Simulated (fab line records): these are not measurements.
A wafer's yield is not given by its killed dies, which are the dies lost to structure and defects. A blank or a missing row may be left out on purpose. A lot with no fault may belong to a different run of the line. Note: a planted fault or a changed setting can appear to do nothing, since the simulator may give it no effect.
Chamber matching -- flow n5Finfet -- 3 sister chambers for N5_BEOL_M8_ILD_DEP_00 on pecvd-01
The step deposits SiCOH lowk from DEMS/porogen, target thk 179.75 nm, time 33.4 s. 6 wafers are shown with their chamber, then 7 later ones without.

WAFERS WITH THEIR CHAMBER
wafer,chamber,throttleValvePct (%),showerheadPlenumPTorr (Torr)
L078.5,1,14.5,5.730
L083.5,1,14.4,5.726
L084.5,0,13.9,5.699
L084.6,2,13.3,5.706
L086.2,0,14.0,5.694
L086.3,2,13.2,5.713

WAFERS WHOSE CHAMBER IS MISSING
wafer,throttleValvePct (%),showerheadPlenumPTorr (Torr)
L086.6,13.7,5.710
L090.1,13.8,5.696
L090.2,14.6,5.721
L090.6,13.2,5.707
L094.1,14.3,5.721
L094.2,13.2,5.703
L094.4,13.2,5.708

WHICH CHAMBER EACH ONE RAN IN
wafer,from the rows above,in truth
L086.6,can't be placed: 0 or 2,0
L090.1,0,0
L090.2,1,1
L090.6,2,2
L094.1,1,1
L094.2,2,2
L094.4,2,2
Correctly placed: 6 of 7. Cannot be placed on the basis of these rows: 1; the candidates contain the true chamber in 1. Wrongly placed: 0.
How it was worked out, from the rows above alone: a wafer's distance from a chamber is the root of the sum, over the readings, of the square of ((its reading less the chamber's mean) divided by the reading's scatter). If the next closest chamber is less than 2 further off than the closest, the wafer can't be placed; otherwise it belongs to the closest. The mean given for a chamber averages the wafers shown for that chamber. The scatter is the square root of a quotient: the sum, over the shown wafers, of each reading's squared deviation from its chamber's mean, divided by wafers minus chambers.
